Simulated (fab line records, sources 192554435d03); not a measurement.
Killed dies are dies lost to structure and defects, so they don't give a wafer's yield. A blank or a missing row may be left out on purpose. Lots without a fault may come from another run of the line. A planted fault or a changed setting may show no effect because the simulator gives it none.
fab line records | flow n5_finfet
record lots=11 wafers=33 last_day=17
route steps=1938 shown BEOL_M6@1241 PASSIVATION@1911
lots that met no fault: from a run of the same line without faults
start_h: hours from the record's first day to the start of the lot's first wafer shown | wait_h: hours since the lot's step before | " the same as in the row above | L1.1+2: a row that stands for several wafers | - no value, or no start given | * or withheld: withheld | < > ~ a bound
route shown NAME@n: a module of which the file shows steps, and the number in the route of the first | usual: mean/standard deviation of fault-free wafers | same: alike in all rows | chamber/n: place in a boat | sites: the reading at each site | _std_site: their standard deviation | _edge_site: outer sites' mean less inner sites' | radius_mm: how far each site lies from the wafer's centre | mask NAME#n: copy n | behind: the tool/chamber that last shaped the wafer | hold: why the lot was held/for how many hours/how that ended | device: the transistor (n, p or np) that didn't switch | end of line: the same wafers' tests at the end of the route | a step without rows: its recipe alone | killed: dies lost to structure and defects at the first sort, not the wafer's yield | map: a wafer's dies, x killed, . not, _ none there
set.NAME: the setting as run; set.NAME@STEP: as run at that earlier step | model.NAME: the simulator's own value behind a step, which no gauge read
steps of the route over a sample of lots; a table a step, a row a wafer
services: from which hour (start_h, from the record's first day; less than 0 if before it) a tool's chamber was out of use, for how many hours, and why
## steps
# step N5_BEOL_M6_STRIP_80
# recipe chemistry=N2/H2 time_s=10 power_w=450 temp_c=40 pressure_mtorr=20 rf_frequency_hz=6e+07 bias_power_w=7 n2_flow_sccm=200 h2_flow_sccm=200
# usual drypump_motor_current_A=5.8/0.43 oes_product_au=0.84/0.084 rf_vpp_V=59.2/0.91 showerhead_plenum_p_Torr=2.55/0.077 throttle_valve_pct=23.53/0.23
# columns lot.wafer tool chamber start_h wait_h drypump_motor_current_A oes_product_au rf_hours_counter_h rf_vpp_V showerhead_plenum_p_Torr throttle_valve_pct
L919.1 rie_diel-03 0 195.76 - 5.7 0.94 12 59.3 2.49 23.79
L919.2 " 2 " " 4.8 0.94 3 57.5 2.48 23.24
L919.3 " 1 " " 6.3 0.87 25 60.1 2.60 23.80
L922.3 rie_diel-04 2 195.93 - 6.3 0.70 246 59.7 2.50 23.74
L922.5 " 0 " " 5.6 0.90 - 61.7 2.68 23.15
L922.6 " 3 " " 5.5 0.82 - 59.0 2.46 23.52
L923.2 rie_diel-03 0 221.19 - 5.8 0.92 20 58.1 2.48 23.79
L923.3 " 1 " " 6.3 0.87 32 58.6 2.60 23.79
L923.4 " 2 " " 4.8 0.92 10 60.0 2.48 23.26
L924.1 rie_diel-02 3 221.34 - 6.3 0.71 214 58.2 2.63 23.39
L924.3 " 3 " " 6.3 0.71 - 58.9 2.63 23.38
L924.4 " 0 " " 5.9 0.87 - 60.0 2.56 23.59
L926.2 rie_diel-02 0 230.63 - 5.9 0.87 72 60.0 2.56 23.61
L926.5 " 2 " " 5.9 0.73 - 58.3 2.44 23.86
L926.6 " 3 " " 6.3 0.70 - 59.3 2.62 23.40
L927.1 rie_diel-04 0 240.94 - 5.6 0.88 51 57.4 2.67 23.18
L927.4 " 1 " " 5.7 0.74 - 59.4 2.62 23.70
L927.5 " 2 " " 6.3 1.02 - 58.8 2.50 23.35
L928.1 rie_diel-04 0 245.26 - 5.5 0.85 53 58.8 2.67 23.17
L928.4 " 1 " " 5.7 0.74 - 60.0 2.62 23.70
L928.6 " 0 " " 5.5 0.86 - 58.3 2.67 23.18
L929.1 rie_diel-04 3 254.57 - 5.6 0.80 89 58.9 2.45 23.57
L929.3 " 2 " " 6.3 0.99 6 57.9 2.49 23.36
L929.4 " 1 " " 5.7 0.74 202 61.1 2.62 23.72
L935.3 rie_diel-04 2 283.65 - 6.3 0.95 16 59.9 2.49 23.35
L935.4 " 1 " " 5.7 0.72 214 58.7 2.62 23.74
L935.6 " 3 " " 5.6 0.78 - 58.2 2.45 23.58
L934.1 rie_diel-04 1 297.81 - 5.7 0.72 219 61.4 2.62 23.75
L934.2 " 0 " " 5.6 0.84 74 59.9 2.66 23.20
L934.4 " 2 " " 6.3 0.94 21 58.3 2.49 23.36
L942.1 rie_diel-02 3 335.14 - 6.3 1.01 1 59.8 2.61 23.32
L942.3 " 0 " " 6.0 0.81 112 58.7 2.54 23.66
L942.5 " 3 " " 6.3 1.00 - 58.2 2.61 23.31
# step N5_PASSIVATION_STRIP_34
# recipe chemistry=O2 power_w=600 temp_c=60 pressure_mtorr=30 rf_frequency_hz=6e+07 bias_power_w=0 overash_fraction=2 o2_flow_sccm=225
# usual drypump_motor_current_A=5.8/0.43 oes_product_au=0.82/0.068 rf_vpp_V=3.5/1.4 showerhead_plenum_p_Torr=2.10/0.075 throttle_valve_pct=16.55/0.14
# columns lot.wafer tool chamber start_h wait_h drypump_motor_current_A oes_product_au rf_hours_counter_h rf_vpp_V showerhead_plenum_p_Torr throttle_valve_pct
L919.1 rie_diel-04 2 283.70 0.2 6.3 0.95 16 6.5 2.07 16.46
L919.2 " 1 " " 5.7 0.72 214 3.8 2.17 16.73
L919.3 " 3 " " 5.5 0.79 100 2.6 2.01 16.42
L922.3 rie_diel-02 3 284.72 0.1 6.3 0.66 241 6.3 2.14 16.51
L922.5 " 0 " " 5.9 0.82 - 4.7 2.11 16.54
L922.6 " 1 " " 5.6 0.91 - 3.1 2.24 16.36
L923.2 rie_diel-03 3 307.23 0.1 6.1 0.83 102 2.6 2.10 16.66
L923.3 " 1 " " 6.3 0.84 58 3.5 2.14 16.76
L923.4 " 0 " " 5.7 0.86 46 3.7 2.03 16.44
L924.1 rie_diel-03 3 307.71 0.1 6.1 0.81 102 5.8 2.10 16.68
L924.3 " 1 " " 6.3 0.84 58 3.9 2.14 16.69
L924.4 " 2 " " 4.8 0.86 34 4.8 2.04 16.48
L926.2 rie_diel-03 1 311.07 0.1 6.2 0.83 58 2.1 2.14 16.68
L926.5 " 3 " " 6.1 0.82 - 5.0 2.10 16.63
L926.6 " 0 " " 5.7 0.89 - 1.3 2.03 16.40
L927.1 rie_diel-02 2 318.06 0.1 5.9 0.70 220 5.9 1.98 16.76
L927.4 " 0 " " 5.9 0.83 - 3.9 2.10 16.54
L927.5 " 1 " " 5.6 0.89 - 3.3 2.23 16.43
L928.1 rie_diel-04 1 327.15 0.1 5.7 0.72 229 7.9 2.17 16.74
L928.4 " 2 " " 6.3 0.90 30 2.9 2.06 16.50
L928.6 " 3 " " 5.6 0.75 - 4.4 2.01 16.47
L929.1 rie_diel-03 0 343.26 0.1 5.8 0.87 57 2.7 2.03 16.41
L929.3 " 2 " " 4.8 0.84 45 2.5 2.04 16.52
L929.4 " 1 " " 6.2 0.81 69 2.7 2.14 16.71
L935.3 rie_diel-02 3 365.63 0.1 6.3 0.97 11 1.3 2.14 16.15
L935.4 " 1 " " 5.6 0.85 46 5.0 2.22 16.44
L935.6 " 1 " " 5.6 0.85 - 3.7 2.22 16.43
L934.1 rie_diel-02 0 379.61 0.1 5.9 0.80 127 4.0 2.10 16.61
L934.2 " 3 " " 6.3 0.95 18 3.6 2.13 16.19
L934.4 " 1 " " 5.6 0.84 51 7.8 2.22 16.44
L942.1 rie_diel-04 3 414.11 0.1 5.5 0.74 145 0.8 2.00 16.56
L942.3 " 0 " " 5.5 0.78 116 1.2 2.20 16.46
L942.5 " 2 " " 6.3 0.85 - 2.6 2.05 16.52
# step N5_PASSIVATION_PASS_ETCH_47
# recipe chemistry=CF4/O2 target=SiNx target_depth_a=7700 time_s=385 ion_energy_ev=100 pressure_mtorr=40 source_w=535 bias_w=49 Ar_flow_sccm=100 cf4_flow_sccm=100 O2_flow_sccm=10
# usual cf4_flow_sccm=100.02/0.28 drypump_motor_current_A=5.8/0.36 oes_ar_750_au=0.82/0.074 oes_product_au=0.82/0.076 rf_vpp_V=241/6.1 showerhead_plenum_p_Torr=2.21/0.08 throttle_valve_pct=15.75/0.16
# columns lot.wafer tool chamber start_h wait_h cf4_flow_sccm drypump_motor_current_A oes_ar_750_au oes_product_au rf_hours_counter_h rf_vpp_V showerhead_plenum_p_Torr throttle_valve_pct
L919.1 rie_diel-03 1 284.99 0.0 99.78 6.3 0.86 0.85 49 246 2.24 15.77
L919.2 " 3 " " 100.17 6.1 0.79 0.80 93 250 2.22 15.87
L919.3 " 0 " " 99.73 5.8 0.87 0.87 38 247 2.16 15.67
L922.3 rie_diel-02 2 286.37 0.0 100.04 5.9 0.74 0.72 207 230 2.10 15.98
L922.5 " 2 " " 99.89 5.9 0.73 0.71 - 230 2.10 15.99
L922.6 " 1 " " 99.70 5.6 0.94 0.92 - 239 2.34 15.55
L923.2 rie_diel-04 0 308.40 0.0 100.16 5.5 0.83 0.83 79 244 2.33 15.66
L923.3 " 2 " " 99.88 6.3 0.93 0.92 24 238 2.16 15.63
L923.4 " 3 " " 99.98 5.5 0.79 0.77 109 231 2.13 15.77
L924.1 rie_diel-04 3 309.49 0.0 99.66 5.5 0.79 0.78 109 229 2.13 15.75
L924.3 " 2 " " 99.58 6.3 0.92 0.93 25 240 2.16 15.63
L924.4 " 0 " " 100.84 5.5 0.83 0.82 79 245 2.33 15.67
L926.2 rie_diel-02 1 312.23 0.0 99.84 5.6 0.91 0.90 23 241 2.33 15.57
L926.5 " 1 " " 99.88 5.6 0.91 0.90 - 240 2.33 15.58
L926.6 " 0 " " 99.54 5.9 0.81 0.83 - 247 2.22 15.77
L927.1 rie_diel-04 1 319.23 0.0 99.95 5.7 0.72 0.72 228 241 2.27 15.92
L927.4 " 3 " " 99.87 5.5 0.78 0.78 113 230 2.13 15.75
L927.5 " 2 " " 100.10 6.3 0.92 0.92 - 240 2.16 15.65
L928.1 rie_diel-02 1 328.39 0.0 100.45 5.6 0.90 0.89 31 239 2.33 15.59
L928.4 " 1 " " 100.23 5.6 0.90 0.88 - 239 2.33 15.58
L928.6 " 2 " " 100.37 5.9 0.72 0.70 - 231 2.09 16.01
L929.1 rie_diel-04 1 344.43 0.0 100.18 5.7 0.71 0.70 235 242 2.27 15.93
L929.3 " 2 " " 100.18 6.3 0.91 0.90 36 238 2.16 15.65
L929.4 " 0 " " 99.98 5.6 0.82 0.81 91 246 2.33 15.69
L935.3 rie_diel-02 0 366.79 0.0 100.26 5.9 0.80 0.80 122 249 2.21 15.83
L935.4 " 2 " " 99.65 5.9 0.71 0.69 239 231 2.09 16.03
L935.6 " 2 " " 100.06 5.9 0.71 0.70 - 231 2.09 16.03
L934.1 rie_diel-02 1 381.36 0.0 100.26 5.6 0.86 0.84 52 240 2.32 15.64
L934.2 " 0 " " 100.32 5.9 0.80 0.79 128 247 2.21 15.81
L934.4 " 3 " " 99.89 6.3 0.90 0.92 18 248 2.25 15.36
L942.1 rie_diel-04 1 415.28 0.0 100.10 5.7 0.95 0.95 3 243 2.26 15.51
L942.3 " 2 " " 99.87 6.3 0.87 0.86 62 240 2.15 15.71
L942.5 " 2 " " 100.15 6.3 0.87 0.85 - 240 2.15 15.71
# step N5_PASSIVATION_PROBE_49
# usual defect_limited_yield=91.4/1.5 killed_at_M0_to_M3=32/9.8 killed_at_M4_up=15/5.6 killed_at_contacts=12/5.4 killed_at_front_end=40/13 killed_at_other=3.0/2.1 killed_dies=102/17 killed_open=67/13 killed_short=32/7.1 sort_bin_5_function=5.1/0.96 sort_bin_6_memory=3.2/0.7 sort_n_pass=1078/18 sort_yield_pct=91.3/1.5
# same gross_dies=1180 killed_at_back_side=0 sort_bin_4_leakage[%]=0 sort_bin_8_speed[%]=0
# columns lot.wafer tool chamber start_h wait_h defect_limited_yield[%] killed_at_M0_to_M3 killed_at_M4_up killed_at_contacts killed_at_front_end killed_at_other killed_dies killed_open killed_short sort_bin_5_function[%] sort_bin_6_memory[%] sort_n_pass sort_yield_pct[%]
L926.2 prober-01 - 315.29 0.1 92.5 17 25 14 30 3 89 53 27 4.2 2.5 1091 92.5
L926.5 prober-01 - 315.44 0.2 92.4 22 25 6 34 3 90 57 24 4.7 2.2 1090 92.4
L926.6 prober-01 - 315.49 0.3 93.0 32 14 5 30 2 83 52 28 4.5 2.3 1097 93.0
L928.1 prober-01 - 331.80 0.0 91.1 26 25 10 42 2 105 74 31 4.2 4.3 1075 91.1
L928.4 prober-01 - 331.95 0.2 89.8 21 16 15 62 6 120 79 36 5.4 4.0 1060 89.8
L928.6 prober-01 - 332.05 0.3 90.8 23 23 5 49 8 108 75 30 5.3 3.5 1072 90.8
L929.4 prober-01 - 347.59 0.2 90.2 50 16 11 35 4 116 76 36 5.8 3.8 1064 90.2
L935.3 prober-02 - 369.90 0.1 79.0 36 137 6 69 0 248 81 45 13.3 4.8 932 79.0
L935.4 prober-02 - 369.95 0.2 81.1 29 126 20 45 3 223 72 33 12.4 4.9 957 81.1
L935.6 prober-02 - 370.05 0.3 85.8 29 76 14 43 5 167 71 27 8.2 3.8 1013 85.8
L934.1 prober-02 - 384.38 0.0 81.1 45 131 10 35 2 223 73 37 13.4 3.5 957 81.1
L934.2 prober-02 - 384.43 0.1 81.7 32 114 16 51 3 216 70 28 11.4 4.2 964 81.7
L934.4 prober-02 - 384.53 0.2 81.3 38 140 13 28 2 221 72 25 11.9 4.6 959 81.3
# killed by level:class
L926.2 BEOL_M4:geometric_particle:open=12 MOL_CONTACT_COAG:geometric_particle:open=9 MOL_CONTACT_COAG:geometric_particle:short=5 BEOL_M1:geometric_particle:open=5 HKMG_FIN:area_etch=5 FIN_SAQP:geometric_particle:open=4 FIN_SAQP:geometric_particle:short=4 BEOL_M2:geometric_particle:open=4
L926.5 BEOL_M4:geometric_particle:open=10 BEOL_M1:geometric_particle:open=7 DUMMY_GATE:geometric_particle:open=6 HKMG_FIN:area_etch=6 MOL_CONTACT_COAG:geometric_particle:open=4 BEOL_M0_SAQP:geometric_particle:open=4 BEOL_M2:geometric_particle:open=4 STARTING-WAFER:geometric_particle:short=4
L926.6 BEOL_M2:geometric_particle:open=11 DUMMY_GATE:geometric_particle:open=8 BEOL_M0_SAQP:geometric_particle:short=5 BEOL_M0_SAQP:geometric_particle:open=5 BEOL_M1:geometric_particle:open=5 BEOL_M4:geometric_particle:open=5 DUMMY_GATE:geometric_particle:short=4 GATE_CUT:geometric_particle:short=3
L928.1 BEOL_M4:geometric_particle:open=12 FIN_SAQP:geometric_particle:open=9 STI_FIN_REVEAL:geometric_particle:open=9 FIN_SAQP:geometric_particle:short=6 MOL_CONTACT_COAG:geometric_particle:open=6 BEOL_M2:geometric_particle:open=5 MOL_CONTACT_COAG:geometric_particle:short=4 BEOL_M0_SAQP:geometric_particle:open=4
L928.4 STI_FIN_REVEAL:geometric_particle:open=20 MOL_CONTACT_COAG:geometric_particle:open=13 BEOL_M0_SAQP:geometric_particle:open=8 FIN_SAQP:geometric_particle:open=7 FIN_SAQP:geometric_particle:short=6 GATE_CUT:geometric_particle:short=6 GATE_CUT:geometric_particle:open=5 HKMG_FIN:area_etch=5
L928.6 STI_FIN_REVEAL:geometric_particle:open=10 BEOL_M4:geometric_particle:open=9 FIN_SAQP:geometric_particle:open=8 FIN_SAQP:geometric_particle:short=7 BEOL_M0_SAQP:geometric_particle:open=7 GATE_CUT:geometric_particle:open=6 MOL_CONTACT_COAG:geometric_particle:open=5 BEOL_M7:geometric_particle:open=5
L929.4 FIN_SAQP:geometric_particle:short=9 MOL_CONTACT_COAG:geometric_particle:open=9 BEOL_M1:geometric_particle:open=9 FIN_SAQP:geometric_particle:open=8 BEOL_M2:geometric_particle:open=8 BEOL_M3:geometric_particle:open=8 BEOL_M0_SAQP:geometric_particle:open=7 BEOL_M0_SAQP:geometric_particle:short=6
L935.3 BEOL_M6:unspecified=115 STI_FIN_REVEAL:geometric_particle:open=20 FIN_SAQP:geometric_particle:short=12 BEOL_M4:geometric_particle:open=12 FIN_SAQP:geometric_particle:open=11 BEOL_M0_SAQP:geometric_particle:short=10 BEOL_M0_SAQP:geometric_particle:open=9 STI_FIN_REVEAL:geometric_particle:short=7
L935.4 BEOL_M6:unspecified=116 STI_FIN_REVEAL:geometric_particle:open=20 MOL_CONTACT_COAG:geometric_particle:open=11 MOL_CONTACT_COAG:geometric_particle:short=9 STI_FIN_REVEAL:geometric_particle:short=8 BEOL_M4:geometric_particle:open=8 BEOL_M0_SAQP:geometric_particle:short=7 FIN_SAQP:geometric_particle:open=5
L935.6 BEOL_M6:unspecified=64 STI_FIN_REVEAL:geometric_particle:open=25 MOL_CONTACT_COAG:geometric_particle:open=13 BEOL_M0_SAQP:geometric_particle:open=8 BEOL_M2:geometric_particle:open=8 STI_FIN_REVEAL:geometric_particle:short=5 BEOL_M4:geometric_particle:open=5 BEOL_M0_SAQP:geometric_particle:short=3
L934.1 BEOL_M6:unspecified=112 BEOL_M3:geometric_particle:open=14 BEOL_M4:geometric_particle:open=11 STI_FIN_REVEAL:geometric_particle:open=8 MOL_CONTACT_COAG:geometric_particle:open=8 BEOL_M0_SAQP:geometric_particle:short=8 BEOL_M2:geometric_particle:open=7 FIN_SAQP:geometric_particle:short=6
L934.2 BEOL_M6:unspecified=107 MOL_CONTACT_COAG:geometric_particle:open=14 STI_FIN_REVEAL:geometric_particle:open=10 BEOL_M2:geometric_particle:open=10 DUMMY_GATE:geometric_particle:open=9 HKMG_FIN:area_etch=9 BEOL_M1:geometric_particle:open=7 GATE_CUT:geometric_particle:short=6
L934.4 BEOL_M6:unspecified=123 STI_FIN_REVEAL:geometric_particle:open=12 MOL_CONTACT_COAG:geometric_particle:open=9 BEOL_M0_SAQP:geometric_particle:open=7 BEOL_M2:geometric_particle:open=7 BEOL_M1:geometric_particle:open=6 BEOL_M3:geometric_particle:open=6 BEOL_M4:geometric_particle:open=5
## services
# columns tool chamber start_h hours kind
rie_diel-03 - 212.07 0.1 repair
rie_diel-04 2 216.41 - clean
rie_diel-04 2 216.41 - consumable_replace:focus_ring
rie_diel-04 2 216.41 23.9 scheduled_down
rie_diel-04 2 216.41 23.9 vent_cycle
rie_diel-02 1 219.16 - clean
rie_diel-02 1 219.16 - consumable_replace:focus_ring
rie_diel-02 1 219.16 - consumable_replace:showerhead
rie_diel-02 1 219.16 21.4 scheduled_down
rie_diel-02 1 219.16 21.4 vent_cycle
rie_diel-03 - 223.88 15.6 pm
rie_diel-04 3 238.86 7.2 repair
rie_diel-02 3 311.75 - clean
rie_diel-02 3 311.75 - consumable_replace:focus_ring
rie_diel-02 3 311.75 20.7 scheduled_down
rie_diel-02 3 311.75 20.7 vent_cycle
rie_diel-02 0 349.30 4.2 repair
rie_diel-03 2 370.53 9.9 repair
rie_diel-04 1 391.53 - clean
rie_diel-04 1 391.53 - consumable_replace:focus_ring
rie_diel-04 1 391.53 17.4 scheduled_down
rie_diel-04 1 391.53 17.4 vent_cycle
rie_diel-02 2 399.28 - clean
rie_diel-02 - 406.59 0.4 repair
## key
first_sign step=N5_PASSIVATION_PROBE_49 reading=killed_at_M4_up direction=up sigmas=19 usual=15 struck=121
effect step=N5_PASSIVATION_PROBE_49 reading=killed_dies direction=up sigmas=6.6 usual=102 struck=216
more_kills_born_at N5_BEOL_M6_STRIP_80@rie_diel-04=637
met_at N5_BEOL_M6_STRIP_80
struck_lots L934,L935
not_acting_at N5_PASSIVATION_STRIP_34,N5_PASSIVATION_PASS_ETCH_47
onset_between 254.57 283.65
fault kind=chamber_particle_source tool=rie_diel-04 chamber=- onset_h=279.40 steps=N5_BEOL_M6_STRIP_80 rate_per_visit_cm2=0.83146 end_h=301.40
